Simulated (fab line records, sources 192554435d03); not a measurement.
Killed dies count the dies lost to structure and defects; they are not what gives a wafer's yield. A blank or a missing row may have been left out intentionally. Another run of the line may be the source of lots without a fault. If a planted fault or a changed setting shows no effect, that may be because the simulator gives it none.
Which tool was responsible? :: flow n5-finfet :: 12 lots, 30 wafers sampled, at 5 steps of a route of 1938

## WHAT THE GAUGES SHOWED, per wafer
N5_BEOL_M4_RC_MEAS_101. Usual: DIBL_N 36.1 mV/V, standard deviation 2; DIBL_P 36.3 mV/V, standard deviation 2.5; IOFF_N 0.16 nA/um, standard deviation 0.037; IOFF_P 0.21 nA/um, standard deviation 0.039; ION_N 678 uA/um, standard deviation 15; ION_P 465 uA/um, standard deviation 8.7; SS_N 71.4 mV/dec, standard deviation 0.7; SS_P 73.3 mV/dec, standard deviation 0.74; VT_N 249 mV, standard deviation 3.6; VT_P -250.0 mV, standard deviation 2.9.
lot: L627
measured: day 8 23:31
on: prober-01
DIBL_N (mV/V): 35.7 37.6
DIBL_P (mV/V): 35.4 37.8
IOFF_N (nA/um): 0.14 0.18
IOFF_P (nA/um): 0.17 0.22
ION_N (uA/um): 675 674
ION_P (uA/um): 457 460
SS_N (mV/dec): 70.6 72.1
SS_P (mV/dec): 73.0 74.7
VT_N (mV): 254 249
VT_P (mV): -255.2 -249.7
flag: 

lot: L631
measured: day 9 06:28
on: prober-01
DIBL_N (mV/V): 34.8 34.5 38.4
DIBL_P (mV/V): 35.2 35.1 40.7
IOFF_N (nA/um): 0.14 0.13 0.21
IOFF_P (nA/um): 0.18 0.17 0.27
ION_N (uA/um): 687 670 687
ION_P (uA/um): 470 459 472
SS_N (mV/dec): 71.5 71.3 72.4
SS_P (mV/dec): 72.7 73.1 74.3
VT_N (mV): 251 251 244
VT_P (mV): -250.1 -251.9 -245.6
flag: 

lot: L636
measured: day 11 15:52
on: prober-01
DIBL_N (mV/V): 34.2 35.7 39.3
DIBL_P (mV/V): 32.9 34.2 38.5
IOFF_N (nA/um): 0.12 0.14 0.20
IOFF_P (nA/um): 0.19 0.20 0.28
ION_N (uA/um): 666 675 667
ION_P (uA/um): 463 466 456
SS_N (mV/dec): 70.9 71.2 73.3
SS_P (mV/dec): 72.2 73.9 73.9
VT_N (mV): 253 252 247
VT_P (mV): -250.1 -249.2 -248.1
flag: 

lot: L637
measured: day 11 16:26
on: prober-02
DIBL_N (mV/V): 38.8 33.9 38.7
DIBL_P (mV/V): 41.2 34.1 39.1
IOFF_N (nA/um): 0.25 0.13 0.23
IOFF_P (nA/um): 0.32 0.19 0.27
ION_N (uA/um): 705 680 697
ION_P (uA/um): 485 468 474
SS_N (mV/dec): 72.3 70.7 72.0
SS_P (mV/dec): 73.9 72.6 73.4
VT_N (mV): 243 249 244
VT_P (mV): -243.5 -252.0 -249.4
flag: 

lot: L638
measured: day 12 11:16
on: prober-02
DIBL_N (mV/V): 38.2 39.7 39.1
DIBL_P (mV/V): 39.3 41.3 40.2
IOFF_N (nA/um): 0.20 0.26 0.21
IOFF_P (nA/um): 0.22 0.26 0.24
ION_N (uA/um): 691 715 680
ION_P (uA/um): 468 482 459
SS_N (mV/dec): 72.0 72.2 72.0
SS_P (mV/dec): 73.3 74.2 74.2
VT_N (mV): 247 241 245
VT_P (mV): -249.6 -246.2 -248.8
flag: 

lot: L640
measured: day 12 21:02
on: prober-02
DIBL_N (mV/V): 38.7 37.1 38.4
DIBL_P (mV/V): 38.7 37.5 39.5
IOFF_N (nA/um): 0.22 0.20 0.22
IOFF_P (nA/um): 0.25 0.23 0.27
ION_N (uA/um): 690 690 697
ION_P (uA/um): 463 469 469
SS_N (mV/dec): 72.0 71.7 72.0
SS_P (mV/dec): 74.1 72.8 74.3
VT_N (mV): 246 246 242
VT_P (mV): -247.5 -248.3 -247.3
flag: 

lot: L642
measured: day 13 11:09
on: prober-02
DIBL_N (mV/V): 35.3 34.1
DIBL_P (mV/V): 36.6 34.7
IOFF_N (nA/um): 0.15 0.14
IOFF_P (nA/um): 0.21 0.19
ION_N (uA/um): 654 674
ION_P (uA/um): 456 473
SS_N (mV/dec): 71.2 70.5
SS_P (mV/dec): 73.1 71.9
VT_N (mV): 252 251
VT_P (mV): -249.0 -250.6
flag: 

lot: L646
measured: day 13 18:13
on: prober-02
DIBL_N (mV/V): 38.5 35.2
DIBL_P (mV/V): 39.9 34.9
IOFF_N (nA/um): 0.21 0.15
IOFF_P (nA/um): 0.22 0.16
ION_N (uA/um): 685 671
ION_P (uA/um): 455 451
SS_N (mV/dec): 72.0 70.6
SS_P (mV/dec): 74.3 72.9
VT_N (mV): 248 252
VT_P (mV): -252.6 -256.1
flag: 

lot: L644
measured: day 13 20:16
on: prober-02
DIBL_N (mV/V): 34.5 34.3
DIBL_P (mV/V): 35.3 35.2
IOFF_N (nA/um): 0.15 0.13
IOFF_P (nA/um): 0.20 0.19
ION_N (uA/um): 690 660
ION_P (uA/um): 476 453
SS_N (mV/dec): 71.0 70.8
SS_P (mV/dec): 72.5 72.5
VT_N (mV): 249 252
VT_P (mV): -250.5 -249.1
flag: 

lot: L648
measured: day 14 01:16
on: prober-02
DIBL_N (mV/V): 34.2 36.9
DIBL_P (mV/V): 34.1 37.5
IOFF_N (nA/um): 0.13 0.16
IOFF_P (nA/um): 0.18 0.23
ION_N (uA/um): 676 672
ION_P (uA/um): 466 468
SS_N (mV/dec): 70.1 71.6
SS_P (mV/dec): 73.3 74.1
VT_N (mV): 251 251
VT_P (mV): -251.3 -249.1
flag: 

lot: L645
measured: day 14 06:56
on: prober-02
DIBL_N (mV/V): 35.6 33.9
DIBL_P (mV/V): 35.0 33.2
IOFF_N (nA/um): 0.15 0.13
IOFF_P (nA/um): 0.20 0.20
ION_N (uA/um): 675 679
ION_P (uA/um): 466 471
SS_N (mV/dec): 71.8 70.7
SS_P (mV/dec): 73.3 73.0
VT_N (mV): 250 252
VT_P (mV): -247.7 -248.3
flag: 

lot: L647
measured: day 14 13:26
on: prober-01
DIBL_N (mV/V): 39.8 36.3 37.8
DIBL_P (mV/V): 41.0 37.9 38.1
IOFF_N (nA/um): 0.25 0.17 0.21
IOFF_P (nA/um): 0.31 0.25 0.24
ION_N (uA/um): 702 687 689
ION_P (uA/um): 476 474 460
SS_N (mV/dec): 72.3 71.1 72.4
SS_P (mV/dec): 74.4 74.2 74.1
VT_N (mV): 242 246 244
VT_P (mV): -245.9 -244.9 -248.1
flag: 

## WHICH TOOL RAN EACH LOT (tool, then ch and the chambers of the sampled wafers, then the start)
lot: L627
N5_BEOL_M3_ANNEAL_89: pvd-sputter-03, day 8 08:25
N5_BEOL_M3_SPUTTER_92: pvd-sputter-03, day 8 08:47
N5_BEOL_M3_ANNEAL_93: pvd-sputter-03, day 8 08:52
N5_BEOL_M3_ANNEAL_95: pvd-sputter-03, day 8 09:05

lot: L631
N5_BEOL_M3_ANNEAL_89: pvd-sputter-01, day 8 16:16
N5_BEOL_M3_SPUTTER_92: pvd-sputter-01, day 8 16:38
N5_BEOL_M3_ANNEAL_93: pvd-sputter-01, day 8 16:43
N5_BEOL_M3_ANNEAL_95: pvd-sputter-01, day 8 16:56

lot: L636
N5_BEOL_M3_ANNEAL_89: pvd-sputter-01, day 10 13:51
N5_BEOL_M3_SPUTTER_92: pvd-sputter-01, day 10 14:13
N5_BEOL_M3_ANNEAL_93: pvd-sputter-01, day 10 14:17
N5_BEOL_M3_ANNEAL_95: pvd-sputter-01, day 10 14:31

lot: L637
N5_BEOL_M3_ANNEAL_89: pvd-sputter-01, day 10 18:44
N5_BEOL_M3_SPUTTER_92: pvd-sputter-01, day 10 19:05
N5_BEOL_M3_ANNEAL_93: pvd-sputter-01, day 10 19:10
N5_BEOL_M3_ANNEAL_95: pvd-sputter-01, day 10 19:23

lot: L638
N5_BEOL_M3_ANNEAL_89: pvd-sputter-01, day 11 17:34
N5_BEOL_M3_SPUTTER_92: pvd-sputter-01, day 11 17:55
N5_BEOL_M3_ANNEAL_93: pvd-sputter-01, day 11 18:00
N5_BEOL_M3_ANNEAL_95: pvd-sputter-01, day 11 18:13

lot: L640
N5_BEOL_M3_ANNEAL_89: pvd-sputter-03, day 11 21:17
N5_BEOL_M3_SPUTTER_92: pvd-sputter-03, day 11 21:38
N5_BEOL_M3_ANNEAL_93: pvd-sputter-03, day 11 21:43
N5_BEOL_M3_ANNEAL_95: pvd-sputter-03, day 11 21:56

lot: L642
N5_BEOL_M3_ANNEAL_89: pvd-sputter-03, day 12 06:48
N5_BEOL_M3_SPUTTER_92: pvd-sputter-03, day 12 07:10
N5_BEOL_M3_ANNEAL_93: pvd-sputter-03, day 12 07:14
N5_BEOL_M3_ANNEAL_95: pvd-sputter-03, day 12 07:28

lot: L646
N5_BEOL_M3_ANNEAL_89: pvd-sputter-03, day 13 00:06
N5_BEOL_M3_SPUTTER_92: pvd-sputter-03, day 13 00:28
N5_BEOL_M3_ANNEAL_93: pvd-sputter-03, day 13 00:32
N5_BEOL_M3_ANNEAL_95: pvd-sputter-03, day 13 00:46

lot: L644
N5_BEOL_M3_ANNEAL_89: pvd-sputter-03, day 13 01:56
N5_BEOL_M3_SPUTTER_92: pvd-sputter-03, day 13 02:18
N5_BEOL_M3_ANNEAL_93: pvd-sputter-03, day 13 02:23
N5_BEOL_M3_ANNEAL_95: pvd-sputter-03, day 13 02:36

lot: L648
N5_BEOL_M3_ANNEAL_89: pvd-sputter-01, day 13 05:29
N5_BEOL_M3_SPUTTER_92: pvd-sputter-01, day 13 05:51
N5_BEOL_M3_ANNEAL_93: pvd-sputter-01, day 13 05:56
N5_BEOL_M3_ANNEAL_95: pvd-sputter-01, day 13 06:09

lot: L645
N5_BEOL_M3_ANNEAL_89: pvd-sputter-01, day 13 09:47
N5_BEOL_M3_SPUTTER_92: pvd-sputter-01, day 13 10:09
N5_BEOL_M3_ANNEAL_93: pvd-sputter-01, day 13 10:14
N5_BEOL_M3_ANNEAL_95: pvd-sputter-01, day 13 10:27

lot: L647
N5_BEOL_M3_ANNEAL_89: pvd-sputter-02, day 13 13:37
N5_BEOL_M3_SPUTTER_92: pvd-sputter-02, day 13 13:58
N5_BEOL_M3_ANNEAL_93: pvd-sputter-02, day 13 14:03
N5_BEOL_M3_ANNEAL_95: pvd-sputter-02, day 13 14:16
- N5_BEOL_M3_ANNEAL_89: time 240 s.
- N5_BEOL_M3_SPUTTER_92: material Cu, target thk 4.5 nm, time 8.29 s.
- N5_BEOL_M3_ANNEAL_93: time 240 s.
- N5_BEOL_M3_ANNEAL_95: time 240 s.

## WHAT THE TOOLS THEMSELVES READ (means of the sampled wafers that have a number; where no wafer has one, the mark that the record gives instead)
N5_BEOL_M3_ANNEAL_89. Usual: heater-power-w 820 W, standard deviation 57; susceptor-temp-C 399.98 C, standard deviation 0.21.
lot: L627
tool: pvd-sputter-03
heater-power-w (W): 826
susceptor-temp-C (C): 399.78
flag: 

lot: L631
tool: pvd-sputter-01
heater-power-w (W): 779
susceptor-temp-C (C): 399.84
flag: 

lot: L636
tool: pvd-sputter-01
heater-power-w (W): -
susceptor-temp-C (C): -
flag: OFF

lot: L637
tool: pvd-sputter-01
heater-power-w (W): -
susceptor-temp-C (C): -
flag: OFF

lot: L638
tool: pvd-sputter-01
heater-power-w (W): -
susceptor-temp-C (C): -
flag: OFF

lot: L640
tool: pvd-sputter-03
heater-power-w (W): 853
susceptor-temp-C (C): 399.88
flag: 

lot: L642
tool: pvd-sputter-03
heater-power-w (W): 875
susceptor-temp-C (C): 399.87
flag: 

lot: L646
tool: pvd-sputter-03
heater-power-w (W): 838
susceptor-temp-C (C): 400.13
flag: 

lot: L644
tool: pvd-sputter-03
heater-power-w (W): 868
susceptor-temp-C (C): 399.91
flag: 

lot: L648
tool: pvd-sputter-01
heater-power-w (W): 795
susceptor-temp-C (C): 399.92
flag: 

lot: L645
tool: pvd-sputter-01
heater-power-w (W): 766
susceptor-temp-C (C): 399.75
flag: 

lot: L647
tool: pvd-sputter-02
heater-power-w (W): 889
susceptor-temp-C (C): 399.89
flag: 

N5_BEOL_M3_SPUTTER_92. Usual: throttle-valve-pct at 30.2 %, with a standard deviation of 0.94.
lot: L627
tool: pvd-sputter-03
throttle-valve-pct (%): 30.3
flag: 

lot: L631
tool: pvd-sputter-01
throttle-valve-pct (%): 30.2
flag: 

lot: L636
tool: pvd-sputter-01
throttle-valve-pct (%): 29.8
flag: 

lot: L637
tool: pvd-sputter-01
throttle-valve-pct (%): 30.3
flag: 

lot: L638
tool: pvd-sputter-01
throttle-valve-pct (%): 30.4
flag: 

lot: L640
tool: pvd-sputter-03
throttle-valve-pct (%): 29.8
flag: 

lot: L642
tool: pvd-sputter-03
throttle-valve-pct (%): 29.3
flag: 

lot: L646
tool: pvd-sputter-03
throttle-valve-pct (%): 30.7
flag: 

lot: L644
tool: pvd-sputter-03
throttle-valve-pct (%): 29.4
flag: 

lot: L648
tool: pvd-sputter-01
throttle-valve-pct (%): 31.0
flag: 

lot: L645
tool: pvd-sputter-01
throttle-valve-pct (%): 30.3
flag: 

lot: L647
tool: pvd-sputter-02
throttle-valve-pct (%): 30.0
flag: 

N5_BEOL_M3_ANNEAL_93. Usual: heater-power-w 820 W, standard deviation 56; susceptor-temp-C 399.99 C, standard deviation 0.21.
lot: L627
tool: pvd-sputter-03
heater-power-w (W): 826
susceptor-temp-C (C): 399.89
flag: 

lot: L631
tool: pvd-sputter-01
heater-power-w (W): 771
susceptor-temp-C (C): 399.92
flag: 

lot: L636
tool: pvd-sputter-01
heater-power-w (W): 784
susceptor-temp-C (C): 400.09
flag: 

lot: L637
tool: pvd-sputter-01
heater-power-w (W): 771
susceptor-temp-C (C): 400.08
flag: 

lot: L638
tool: pvd-sputter-01
heater-power-w (W): 789
susceptor-temp-C (C): 400.00
flag: 

lot: L640
tool: pvd-sputter-03
heater-power-w (W): 852
susceptor-temp-C (C): 400.03
flag: 

lot: L642
tool: pvd-sputter-03
heater-power-w (W): 874
susceptor-temp-C (C): 400.30
flag: 

lot: L646
tool: pvd-sputter-03
heater-power-w (W): 840
susceptor-temp-C (C): 400.08
flag: 

lot: L644
tool: pvd-sputter-03
heater-power-w (W): 882
susceptor-temp-C (C): 399.96
flag: 

lot: L648
tool: pvd-sputter-01
heater-power-w (W): 805
susceptor-temp-C (C): 400.19
flag: 

lot: L645
tool: pvd-sputter-01
heater-power-w (W): 794
susceptor-temp-C (C): 399.90
flag: 

lot: L647
tool: pvd-sputter-02
heater-power-w (W): 895
susceptor-temp-C (C): 400.05
flag: 

N5_BEOL_M3_ANNEAL_95. Usual: heater-power-w 819 W, standard deviation 56; susceptor-temp-C 400.00 C, standard deviation 0.21.
lot: L627
tool: pvd-sputter-03
heater-power-w (W): 835
susceptor-temp-C (C): 400.03
flag: 

lot: L631
tool: pvd-sputter-01
heater-power-w (W): 790
susceptor-temp-C (C): 400.17
flag: 

lot: L636
tool: pvd-sputter-01
heater-power-w (W): 789
susceptor-temp-C (C): 400.07
flag: 

lot: L637
tool: pvd-sputter-01
heater-power-w (W): 776
susceptor-temp-C (C): 400.18
flag: 

lot: L638
tool: pvd-sputter-01
heater-power-w (W): 785
susceptor-temp-C (C): 399.94
flag: 

lot: L640
tool: pvd-sputter-03
heater-power-w (W): 849
susceptor-temp-C (C): 400.30
flag: 

lot: L642
tool: pvd-sputter-03
heater-power-w (W): 873
susceptor-temp-C (C): 400.02
flag: 

lot: L646
tool: pvd-sputter-03
heater-power-w (W): 838
susceptor-temp-C (C): 400.23
flag: 

lot: L644
tool: pvd-sputter-03
heater-power-w (W): 876
susceptor-temp-C (C): 400.18
flag: 

lot: L648
tool: pvd-sputter-01
heater-power-w (W): 790
susceptor-temp-C (C): 400.10
flag: 

lot: L645
tool: pvd-sputter-01
heater-power-w (W): 797
susceptor-temp-C (C): 400.05
flag: 

lot: L647
tool: pvd-sputter-02
heater-power-w (W): 881
susceptor-temp-C (C): 399.84
flag: 

## THE ANSWER, worked out from the rows above alone
Rule: lot off if the mean of its wafers having a number is beyond 3 standard deviations from the usual mean. Also off: a lot with no number at a reading for which 4 or more lots have one. Any other lot the step has rows for is counted as sound. First the gauges in route order, then the tools' own readings, where a lot's mean is used as printed above. At the first step where some lot is off, the reading lying furthest off is the one used; lots without a number count as furthest.
Off, at N5_BEOL_M3_ANNEAL_89 on heater-power-w: L636, L637, L638. Without a number there: L636, L637, L638.
A tool fits if, at that step or a process step before it, it ran every lot that is off, and no sound lot after the first of them. Not one of the candidates tried fits.

## WHAT THE SIMULATOR HAD INSERTED
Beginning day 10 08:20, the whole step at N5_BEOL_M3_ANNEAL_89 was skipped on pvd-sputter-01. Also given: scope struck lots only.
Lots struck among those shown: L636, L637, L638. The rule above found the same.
